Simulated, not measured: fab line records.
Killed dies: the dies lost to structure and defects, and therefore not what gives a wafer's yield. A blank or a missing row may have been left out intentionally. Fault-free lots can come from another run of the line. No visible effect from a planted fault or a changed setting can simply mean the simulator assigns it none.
Chamber matching	flow n5_finfet	ald_hk-03 running N5_MIM_TOP_ALD_00: 4 sister chambers
The step deposits Al2O3, purge time 3 s, co reactant pulse time 3 s. 8 wafers are shown with their chamber, then 11 later ones without.

== WAFERS PAIRED WITH THEIR CHAMBERS ==
wafer	chamber	precursor_pulse_height_rel
L084.4	0	1.019
L084.5	0	0.982
L086.2	1	1.002
L086.3	3	0.975
L089.4	2	1.043
L089.5	3	0.995
L089.6	2	0.981
L091.1	1	0.985

== WAFERS MISSING THEIR CHAMBER ==
wafer	precursor_pulse_height_rel
L091.2	1.025
L091.5	0.997
L090.3	0.982
L090.4	1.006
L090.5	1.020
L095.1	1.012
L095.2	0.999
L095.3	0.985
L096.2	1.027
L096.3	1.001
L096.4	0.993

== WHICH CHAMBER EACH WENT THROUGH ==
wafer	from the rows above	in truth
L091.2	can't be placed: 2 or 0 or 1 or 3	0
L091.5	can't be placed: 0 or 1 or 3 or 2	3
L090.3	can't be placed: 3 or 1 or 0 or 2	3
L090.4	can't be placed: 0 or 2 or 1 or 3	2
L090.5	can't be placed: 2 or 0 or 1 or 3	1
L095.1	can't be placed: 2 or 0 or 1 or 3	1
L095.2	can't be placed: 0 or 1 or 2 or 3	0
L095.3	can't be placed: 3 or 1 or 0 or 2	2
L096.2	can't be placed: 2 or 0 or 1 or 3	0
L096.3	can't be placed: 0 or 1 or 2 or 3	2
L096.4	can't be placed: 1 or 0 or 3 or 2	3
Correct placement for 0 of the 11. Can't be placed from these rows: 11 (the true chamber is among the candidates in 11). Wrongly placed: 0.
How it was worked out, from the rows above alone: a wafer's distance from a chamber is the root of the sum, over the readings, of the square of ((its reading less the chamber's mean) divided by the reading's scatter). The wafer belongs to the nearest chamber; if the next one is less than 2 further off, it can't be placed. A chamber's mean is the mean of its shown wafers. The scatter: the root of (the sum of the squares of (reading less its chamber's mean) over the shown wafers, divided by (wafers less chambers)).
